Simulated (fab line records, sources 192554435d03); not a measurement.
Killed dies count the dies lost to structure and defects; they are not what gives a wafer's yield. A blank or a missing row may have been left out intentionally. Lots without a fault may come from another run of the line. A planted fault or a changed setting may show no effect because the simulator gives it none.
Chamber matching / flow n5 finfet / 4 sister chambers for N5_BEOL_M1_ETCH_74 on rie diel-02
The step etches underlayer in N2/H2, target depth 6.5 nm, time 5.2 s. 18 wafers are shown with their chamber, then 9 later ones without.

WAFERS PAIRED WITH THEIR CHAMBERS
wafer=L076.3; chamber=2; showerhead plenum p Torr (Torr)=2.43; etch rf on time s (s)=5.25; rf vpp V (V)=518.8
wafer=L076.4; chamber=0; showerhead plenum p Torr (Torr)=2.66; etch rf on time s (s)=5.29; rf vpp V (V)=525.7
wafer=L076.5; chamber=0; showerhead plenum p Torr (Torr)=2.66; etch rf on time s (s)=5.28; rf vpp V (V)=525.5
wafer=L077.1; chamber=3; showerhead plenum p Torr (Torr)=2.59; etch rf on time s (s)=5.15; rf vpp V (V)=523.8
wafer=L077.2; chamber=0; showerhead plenum p Torr (Torr)=2.65; etch rf on time s (s)=5.36; rf vpp V (V)=524.7
wafer=L077.5; chamber=2; showerhead plenum p Torr (Torr)=2.43; etch rf on time s (s)=5.33; rf vpp V (V)=520.5
wafer=L078.1; chamber=0; showerhead plenum p Torr (Torr)=2.66; etch rf on time s (s)=5.34; rf vpp V (V)=526.3
wafer=L078.4; chamber=1; showerhead plenum p Torr (Torr)=2.54; etch rf on time s (s)=5.33; rf vpp V (V)=522.6
wafer=L078.6; chamber=0; showerhead plenum p Torr (Torr)=2.65; etch rf on time s (s)=5.32; rf vpp V (V)=527.3
wafer=L080.2; chamber=3; showerhead plenum p Torr (Torr)=2.58; etch rf on time s (s)=5.04; rf vpp V (V)=526.1
wafer=L080.4; chamber=1; showerhead plenum p Torr (Torr)=2.54; etch rf on time s (s)=5.30; rf vpp V (V)=523.9
wafer=L080.5; chamber=1; showerhead plenum p Torr (Torr)=2.54; etch rf on time s (s)=5.34; rf vpp V (V)=525.0
wafer=L082.3; chamber=0; showerhead plenum p Torr (Torr)=2.65; etch rf on time s (s)=5.36; rf vpp V (V)=526.5
wafer=L082.5; chamber=2; showerhead plenum p Torr (Torr)=2.43; etch rf on time s (s)=5.28; rf vpp V (V)=521.1
wafer=L082.6; chamber=0; showerhead plenum p Torr (Torr)=2.65; etch rf on time s (s)=5.36; rf vpp V (V)=526.6
wafer=L083.3; chamber=3; showerhead plenum p Torr (Torr)=2.58; etch rf on time s (s)=4.98; rf vpp V (V)=524.4
wafer=L083.4; chamber=0; showerhead plenum p Torr (Torr)=2.65; etch rf on time s (s)=5.27; rf vpp V (V)=527.8
wafer=L083.6; chamber=3; showerhead plenum p Torr (Torr)=2.58; etch rf on time s (s)=4.97; rf vpp V (V)=526.6

SIGNATURES, as means of the wafers listed above
reading=showerhead plenum p Torr; chamber 0=2.6538; chamber 1=2.5400; chamber 2=2.4300; chamber 3=2.5825; scatter within a chamber=0.00433
reading=etch rf on time s; chamber 0=5.3225; chamber 1=5.3233; chamber 2=5.2867; chamber 3=5.0350; scatter within a chamber=0.0498
reading=rf vpp V; chamber 0=526.300; chamber 1=523.833; chamber 2=520.133; chamber 3=525.225; scatter within a chamber=1.14
Rule: for each reading, subtract the chamber's mean from the wafer's reading, divide by that reading's scatter and square the result; add these up over the readings and take the root, which gives the wafer's distance from the chamber. The wafer belongs to the nearest chamber; if the next one is less than 2 further off, it can't be placed. How the scatter is found: for the shown wafers, subtract from each reading the mean of its chamber, square and add these, divide the total by (wafers less chambers), then take the root.

WAFERS WITHOUT THEIR CHAMBER
wafer=L085.2; showerhead plenum p Torr (Torr)=2.54; etch rf on time s (s)=5.48; rf vpp V (V)=524.4
wafer=L085.3; showerhead plenum p Torr (Torr)=2.54; etch rf on time s (s)=5.46; rf vpp V (V)=522.5
wafer=L085.6; showerhead plenum p Torr (Torr)=2.54; etch rf on time s (s)=5.47; rf vpp V (V)=524.1
wafer=L087.2; showerhead plenum p Torr (Torr)=2.65; etch rf on time s (s)=5.35; rf vpp V (V)=528.0
wafer=L087.4; showerhead plenum p Torr (Torr)=2.58; etch rf on time s (s)=5.02; rf vpp V (V)=524.5
wafer=L087.6; showerhead plenum p Torr (Torr)=2.75; etch rf on time s (s)=5.14; rf vpp V (V)=528.6
wafer=L095.2; showerhead plenum p Torr (Torr)=2.64; etch rf on time s (s)=5.33; rf vpp V (V)=524.8
wafer=L095.5; showerhead plenum p Torr (Torr)=2.57; etch rf on time s (s)=4.96; rf vpp V (V)=525.4
wafer=L095.6; showerhead plenum p Torr (Torr)=2.64; etch rf on time s (s)=5.32; rf vpp V (V)=527.6

THE CHAMBER EACH PASSED THROUGH
wafer=L085.2; from the rows above=1; in truth=1
wafer=L085.3; from the rows above=1; in truth=1
wafer=L085.6; from the rows above=1; in truth=1
wafer=L087.2; from the rows above=0; in truth=0
wafer=L087.4; from the rows above=3; in truth=3
wafer=L087.6; from the rows above=0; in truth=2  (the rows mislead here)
wafer=L095.2; from the rows above=0; in truth=0
wafer=L095.5; from the rows above=3; in truth=3
wafer=L095.6; from the rows above=0; in truth=0
Correct placement for 8 of the 9. Number that these rows cannot place: 0. Placed wrongly: 1.
